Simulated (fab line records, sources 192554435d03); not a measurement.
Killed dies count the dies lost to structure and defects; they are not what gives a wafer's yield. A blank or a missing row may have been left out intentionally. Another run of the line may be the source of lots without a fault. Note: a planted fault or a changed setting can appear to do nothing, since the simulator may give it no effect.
The tool behind it: which one? / flow n5-finfet / Sampling: 9 lots, 27 wafers, 7 of 1938 route steps

WHAT THE GAUGES READ, wafer by wafer
N5_BEOL_M1_THK_MEAS_53: measures by xrf. Usual: M1_THK typically reads 40.2 nm, with standard deviation 1.7.
lot=L213; measured=day 6 10:01; on=film-metro-01; M1_THK (nm)=42.3 42.1 43.7; flag=
lot=L218; measured=day 7 14:47; on=film-metro-02; M1_THK (nm)=37.7 39.6 39.0; flag=
lot=L223; measured=day 9 01:55; on=film-metro-01; M1_THK (nm)=39.1 42.7 41.2; flag=
lot=L226; measured=day 9 23:31; on=film-metro-01; M1_THK (nm)=38.6 42.2 38.4; flag=
lot=L227; measured=day 10 02:28; on=film-metro-01; M1_THK (nm)=38.8 41.5 41.9; flag=
lot=L225; measured=day 10 02:42; on=film-metro-02; M1_THK (nm)=41.7 38.9 42.1; flag=
lot=L228; measured=day 10 05:32; on=film-metro-01; M1_THK (nm)=39.6 166.7 43.0; flag=OFF
lot=L229; measured=day 10 07:55; on=film-metro-02; M1_THK (nm)=38.7 44.5 41.0; flag=
lot=L236; measured=day 12 03:27; on=film-metro-01; M1_THK (nm)=40.6 40.7 40.4; flag=

N5_BEOL_M1_INSPECT_59: inspects for defects (darkfield). Usual: raw-defect-count reads 69 (standard deviation 22).
lot=L213; measured=day 6 10:24; on=defect-inspect-02; raw-defect-count=53 110 105; flag=
lot=L218; measured=day 7 15:04; on=defect-inspect-02; raw-defect-count=56 58 50; flag=
lot=L223; measured=day 9 02:12; on=defect-inspect-01; raw-defect-count=39 37 71; flag=
lot=L226; measured=day 9 23:51; on=defect-inspect-02; raw-defect-count=96 56 45; flag=
lot=L227; measured=day 10 02:46; on=defect-inspect-02; raw-defect-count=58 87 78; flag=
lot=L225; measured=day 10 03:01; on=defect-inspect-02; raw-defect-count=85 96 102; flag=
lot=L228; measured=day 10 05:52; on=defect-inspect-02; raw-defect-count=62 1569 45; flag=OFF
lot=L229; measured=day 10 08:13; on=defect-inspect-01; raw-defect-count=69 118 84; flag=
lot=L236; measured=day 12 03:44; on=defect-inspect-01; raw-defect-count=57 74 54; flag=

N5_BEOL_M4_RC_MEAS_101. Usual: DIBL_N 37.1 mV/V, standard deviation 1.9; DIBL_P 37.2 mV/V, standard deviation 2.3; IOFF_N 0.18 nA/um, standard deviation 0.04; IOFF_P 0.23 nA/um, standard deviation 0.044; ION_N 682 uA/um, standard deviation 11; ION_P 468 uA/um, standard deviation 8.6; SS_N 71.9 mV/dec, standard deviation 0.68; SS_P 73.5 mV/dec, standard deviation 0.74; VT_N 248 mV, standard deviation 3.4; VT_P -248 mV, standard deviation 3.4.
lot=L213; measured=day 8 02:03; on=prober-01; DIBL_N (mV/V)=38.1 35.5 38.4; DIBL_P (mV/V)=37.9 34.4 37.7; IOFF_N (nA/um)=0.19 0.13 0.19; IOFF_P (nA/um)=0.25 0.20 0.25; ION_N (uA/um)=676 668 679; ION_P (uA/um)=471 460 465; SS_N (mV/dec)=71.6 71.4 72.1; SS_P (mV/dec)=73.4 72.3 73.3; VT_N (mV)=248 254 250; VT_P (mV)=-247 -250 -248; flag=
lot=L218; measured=day 9 00:59; on=prober-01; DIBL_N (mV/V)=40.9 38.7 39.4; DIBL_P (mV/V)=38.9 35.7 37.6; IOFF_N (nA/um)=0.24 0.19 0.19; IOFF_P (nA/um)=0.29 0.22 0.25; ION_N (uA/um)=696 677 678; ION_P (uA/um)=474 460 463; SS_N (mV/dec)=72.2 71.5 71.9; SS_P (mV/dec)=73.9 72.8 73.9; VT_N (mV)=242 246 248; VT_P (mV)=-246 -248 -248; flag=
lot=L223; measured=day 10 10:13; on=prober-01; DIBL_N (mV/V)=36.6 34.3 34.6; DIBL_P (mV/V)=38.5 37.1 35.9; IOFF_N (nA/um)=0.17 0.14 0.14; IOFF_P (nA/um)=0.20 0.18 0.17; ION_N (uA/um)=685 676 675; ION_P (uA/um)=461 461 456; SS_N (mV/dec)=71.6 70.7 71.0; SS_P (mV/dec)=74.0 73.0 72.0; VT_N (mV)=249 254 251; VT_P (mV)=-254 -251 -255; flag=
lot=L226; measured=day 11 02:40; on=prober-01; DIBL_N (mV/V)=36.4 37.9 37.2; DIBL_P (mV/V)=36.6 37.9 36.3; IOFF_N (nA/um)=0.16 0.20 0.18; IOFF_P (nA/um)=0.24 0.28 0.24; ION_N (uA/um)=687 696 676; ION_P (uA/um)=478 480 460; SS_N (mV/dec)=71.4 71.8 71.7; SS_P (mV/dec)=72.7 73.4 73.3; VT_N (mV)=245 245 248; VT_P (mV)=-246 -246 -246; flag=
lot=L227; measured=day 11 06:06; on=prober-02; DIBL_N (mV/V)=38.3 37.2 37.1; DIBL_P (mV/V)=39.1 36.0 35.7; IOFF_N (nA/um)=0.22 0.18 0.19; IOFF_P (nA/um)=0.28 0.21 0.21; ION_N (uA/um)=692 667 663; ION_P (uA/um)=470 453 458; SS_N (mV/dec)=72.2 73.5 72.6; SS_P (mV/dec)=73.0 73.0 73.1; VT_N (mV)=246 251 248; VT_P (mV)=-246 -252 -251; flag=
lot=L225; measured=day 11 07:41; on=prober-01; DIBL_N (mV/V)=39.4 37.2 39.0; DIBL_P (mV/V)=41.0 37.9 41.0; IOFF_N (nA/um)=0.24 0.19 0.24; IOFF_P (nA/um)=0.35 0.27 0.34; ION_N (uA/um)=692 693 710; ION_P (uA/um)=477 473 485; SS_N (mV/dec)=72.1 71.9 73.3; SS_P (mV/dec)=74.1 74.3 74.0; VT_N (mV)=243 245 242; VT_P (mV)=-243 -247 -242; flag=
lot=L228; measured=day 11 16:00; on=prober-02; DIBL_N (mV/V)=34.2 39.3; DIBL_P (mV/V)=33.6 41.4; IOFF_N (nA/um)=0.12 0.20; IOFF_P (nA/um)=0.17 0.28; ION_N (uA/um)=650 679; ION_P (uA/um)=453 460; SS_N (mV/dec)=71.5 72.3; SS_P (mV/dec)=72.0 74.5; VT_N (mV)=253 250; VT_P (mV)=-255 -245; flag=
lot=L229; measured=day 11 21:11; on=prober-01; DIBL_N (mV/V)=40.2 37.6 39.0; DIBL_P (mV/V)=42.0 39.5 39.6; IOFF_N (nA/um)=0.26 0.20 0.22; IOFF_P (nA/um)=0.30 0.26 0.25; ION_N (uA/um)=697 687 681; ION_P (uA/um)=471 465 455; SS_N (mV/dec)=73.5 72.0 72.6; SS_P (mV/dec)=74.6 74.1 74.0; VT_N (mV)=244 246 246; VT_P (mV)=-245 -248 -247; flag=
lot=L236; measured=day 13 09:58; on=prober-02; DIBL_N (mV/V)=36.4 36.8 37.0; DIBL_P (mV/V)=36.7 36.7 37.2; IOFF_N (nA/um)=0.17 0.17 0.18; IOFF_P (nA/um)=0.21 0.22 0.23; ION_N (uA/um)=672 671 675; ION_P (uA/um)=459 454 460; SS_N (mV/dec)=71.2 72.2 71.9; SS_P (mV/dec)=73.0 73.5 73.8; VT_N (mV)=248 248 247; VT_P (mV)=-252 -250 -250; flag=

EACH LOT AND THE TOOL THAT RAN IT (in order: tool; ch and the chambers of the sampled wafers; start)
lot=L213; N5_BEOL_M1_ANNEAL_89=pvd-sputter-02, day 6 08:25; N5_BEOL_M1_SPUTTER_92=pvd-sputter-02, day 6 08:47; N5_BEOL_M1_CMP_52=cmp-03 ch 0,1, day 6 09:44; N5_BEOL_M1_PRE_CLEAN_60=cvd-co-01 ch 1,2, day 6 10:05
lot=L218; N5_BEOL_M1_ANNEAL_89=pvd-sputter-01, day 7 13:11; N5_BEOL_M1_SPUTTER_92=pvd-sputter-01, day 7 13:33; N5_BEOL_M1_CMP_52=cmp-03 ch 0,2, day 7 14:29; N5_BEOL_M1_PRE_CLEAN_60=cvd-co-01 ch 1,2, day 7 14:49
lot=L223; N5_BEOL_M1_ANNEAL_89=pvd-sputter-03, day 9 00:19; N5_BEOL_M1_SPUTTER_92=pvd-sputter-03, day 9 00:40; N5_BEOL_M1_CMP_52=cmp-03 ch 2,3, day 9 01:37; N5_BEOL_M1_PRE_CLEAN_60=cvd-co-01 ch 1,2, day 9 01:57
lot=L226; N5_BEOL_M1_ANNEAL_89=pvd-sputter-02, day 9 21:55; N5_BEOL_M1_SPUTTER_92=pvd-sputter-02, day 9 22:17; N5_BEOL_M1_CMP_52=cmp-04 ch 0,3, day 9 23:15; N5_BEOL_M1_PRE_CLEAN_60=cvd-co-02 ch 0,1,2, day 9 23:33
lot=L227; N5_BEOL_M1_ANNEAL_89=pvd-sputter-02, day 10 00:53; N5_BEOL_M1_SPUTTER_92=pvd-sputter-02, day 10 01:14; N5_BEOL_M1_CMP_52=cmp-03 ch 0,2,3, day 10 02:10; N5_BEOL_M1_PRE_CLEAN_60=cvd-co-01 ch 1,2, day 10 02:31
lot=L225; N5_BEOL_M1_ANNEAL_89=pvd-sputter-03, day 10 01:01; N5_BEOL_M1_SPUTTER_92=pvd-sputter-03, day 10 01:22; N5_BEOL_M1_CMP_52=cmp-03 ch 0,1,2, day 10 02:24; N5_BEOL_M1_PRE_CLEAN_60=cvd-co-01 ch 0,1, day 10 02:44
lot=L228; N5_BEOL_M1_ANNEAL_89=pvd-sputter-02, day 10 03:43; N5_BEOL_M1_SPUTTER_92=pvd-sputter-02, day 10 04:04; N5_BEOL_M1_CMP_52=cmp-03 ch 0,1,3, day 10 05:19; N5_BEOL_M1_PRE_CLEAN_60=cvd-co-02 ch 1,2, day 10 05:35
lot=L229; N5_BEOL_M1_ANNEAL_89=pvd-sputter-03, day 10 06:20; N5_BEOL_M1_SPUTTER_92=pvd-sputter-03, day 10 06:41; N5_BEOL_M1_CMP_52=cmp-02 ch 1,2, day 10 07:37; N5_BEOL_M1_PRE_CLEAN_60=cvd-co-01 ch 1,2, day 10 07:58
lot=L236; N5_BEOL_M1_ANNEAL_89=pvd-sputter-01, day 12 01:37; N5_BEOL_M1_SPUTTER_92=pvd-sputter-01, day 12 01:59; N5_BEOL_M1_CMP_52=cmp-04 ch 1,2,3, day 12 03:14; N5_BEOL_M1_PRE_CLEAN_60=cvd-co-02 ch 0,1, day 12 03:29
- N5_BEOL_M1_ANNEAL_89: time 240 s.
- N5_BEOL_M1_SPUTTER_92: material Cu, target thk 4.5 nm, time 8.29 s.
- N5_BEOL_M1_CMP_52: polishes, stops on SiOC, t overpolish 6.8 s, target thk 40 nm.
- N5_BEOL_M1_PRE_CLEAN_60: time 15 s.

WHAT THE TOOLS THEMSELVES READ (means of the sampled wafers that have a number; where no wafer has one, the mark that the record gives instead)
N5_BEOL_M1_ANNEAL_89. Usual: heater-power-w reads 878 W (standard deviation 76).
lot=L213; tool=pvd-sputter-02; heater-power-w (W)=918; flag=
lot=L218; tool=pvd-sputter-01; heater-power-w (W)=843; flag=
lot=L223; tool=pvd-sputter-03; heater-power-w (W)=797; flag=
lot=L226; tool=pvd-sputter-02; heater-power-w (W)=937; flag=
lot=L227; tool=pvd-sputter-02; heater-power-w (W)=901; flag=
lot=L225; tool=pvd-sputter-03; heater-power-w (W)=885; flag=
lot=L228; tool=pvd-sputter-02; heater-power-w (W)=870; flag=
lot=L229; tool=pvd-sputter-03; heater-power-w (W)=849; flag=
lot=L236; tool=pvd-sputter-01; heater-power-w (W)=796; flag=

N5_BEOL_M1_SPUTTER_92. Usual: throttle-valve-pct reads 30.1 % (standard deviation 1.5).
lot=L213; tool=pvd-sputter-02; throttle-valve-pct (%)=30.7; flag=
lot=L218; tool=pvd-sputter-01; throttle-valve-pct (%)=29.1; flag=
lot=L223; tool=pvd-sputter-03; throttle-valve-pct (%)=29.8; flag=
lot=L226; tool=pvd-sputter-02; throttle-valve-pct (%)=29.9; flag=
lot=L227; tool=pvd-sputter-02; throttle-valve-pct (%)=31.4; flag=
lot=L225; tool=pvd-sputter-03; throttle-valve-pct (%)=30.3; flag=
lot=L228; tool=pvd-sputter-02; throttle-valve-pct (%)=32.1; flag=
lot=L229; tool=pvd-sputter-03; throttle-valve-pct (%)=30.6; flag=
lot=L236; tool=pvd-sputter-01; throttle-valve-pct (%)=29.5; flag=

N5_BEOL_M1_CMP_52. Usual: barrier-field-endpoint-s 25.1 s, standard deviation 0.57; motor-current-A 6.0 A, standard deviation 0.55; overpolish-run-s 6.800 s, standard deviation 0.0095; time-to-endpoint-s 63.6 s, standard deviation 2.8.
lot=L213; tool=cmp-03; barrier-field-endpoint-s (s)=25.3; motor-current-A (A)=5.9; overpolish-run-s (s)=6.814; time-to-endpoint-s (s)=61.9; flag=
lot=L218; tool=cmp-03; barrier-field-endpoint-s (s)=25.3; motor-current-A (A)=5.9; overpolish-run-s (s)=6.791; time-to-endpoint-s (s)=61.5; flag=
lot=L223; tool=cmp-03; barrier-field-endpoint-s (s)=25.0; motor-current-A (A)=6.4; overpolish-run-s (s)=6.803; time-to-endpoint-s (s)=61.6; flag=
lot=L226; tool=cmp-04; barrier-field-endpoint-s (s)=25.6; motor-current-A (A)=5.8; overpolish-run-s (s)=6.791; time-to-endpoint-s (s)=67.9; flag=
lot=L227; tool=cmp-03; barrier-field-endpoint-s (s)=24.5; motor-current-A (A)=6.0; overpolish-run-s (s)=6.797; time-to-endpoint-s (s)=64.3; flag=
lot=L225; tool=cmp-03; barrier-field-endpoint-s (s)=24.8; motor-current-A (A)=6.1; overpolish-run-s (s)=6.810; time-to-endpoint-s (s)=61.8; flag=
lot=L228; tool=cmp-03; barrier-field-endpoint-s (s)=31.0; motor-current-A (A)=6.4; overpolish-run-s (s)=4.552; time-to-endpoint-s (s)=69.9; flag=OFF
lot=L229; tool=cmp-02; barrier-field-endpoint-s (s)=25.3; motor-current-A (A)=5.8; overpolish-run-s (s)=6.813; time-to-endpoint-s (s)=63.6; flag=
lot=L236; tool=cmp-04; barrier-field-endpoint-s (s)=25.1; motor-current-A (A)=5.7; overpolish-run-s (s)=6.793; time-to-endpoint-s (s)=64.8; flag=

N5_BEOL_M1_PRE_CLEAN_60. Usual: heater-power-w 78 W, standard deviation 18; rf-fwd-power-W 296.3 W, standard deviation 1.2.
lot=L213; tool=cvd-co-01; heater-power-w (W)=58; rf-fwd-power-W (W)=296.5; flag=
lot=L218; tool=cvd-co-01; heater-power-w (W)=58; rf-fwd-power-W (W)=295.9; flag=
lot=L223; tool=cvd-co-01; heater-power-w (W)=71; rf-fwd-power-W (W)=297.3; flag=
lot=L226; tool=cvd-co-02; heater-power-w (W)=89; rf-fwd-power-W (W)=297.3; flag=
lot=L227; tool=cvd-co-01; heater-power-w (W)=59; rf-fwd-power-W (W)=297.4; flag=
lot=L225; tool=cvd-co-01; heater-power-w (W)=81; rf-fwd-power-W (W)=294.8; flag=
lot=L228; tool=cvd-co-02; heater-power-w (W)=99; rf-fwd-power-W (W)=296.3; flag=
lot=L229; tool=cvd-co-01; heater-power-w (W)=70; rf-fwd-power-W (W)=296.4; flag=
lot=L236; tool=cvd-co-02; heater-power-w (W)=80; rf-fwd-power-W (W)=296.5; flag=

THE ANSWER, worked out from the rows above alone
Rule: a lot counts as off when the mean over its wafers that have a number is more than 3 standard deviations away from the usual mean. A lot without any number at a reading at which 4 lots or more have one is off too. All remaining lots with rows at the step are treated as sound. First the gauges in route order, then the tools' own readings, where a lot's mean is used as printed above. The first step at which some lot is off is used, and at that step the reading that is off furthest; a lot without a number counts as furthest.
Off: L228, seen at N5_BEOL_M1_THK_MEAS_53 (M1_THK).
If a tool, at a process step before that reading, ran all the lots that are off and no sound lot after the first of them, it fits. Not tried: the gauges at N5_BEOL_M1_THK_MEAS_53; whatever is off there is also off at N5_BEOL_M1_INSPECT_59, on other tools, and gauge error can't account for it. Can't be told from this: 2 tools fit, pvd-sputter-02 at N5_BEOL_M1_ANNEAL_89 and N5_BEOL_M1_SPUTTER_92, cmp-03 at N5_BEOL_M1_CMP_52.

WHAT THE SIMULATOR PUT IN
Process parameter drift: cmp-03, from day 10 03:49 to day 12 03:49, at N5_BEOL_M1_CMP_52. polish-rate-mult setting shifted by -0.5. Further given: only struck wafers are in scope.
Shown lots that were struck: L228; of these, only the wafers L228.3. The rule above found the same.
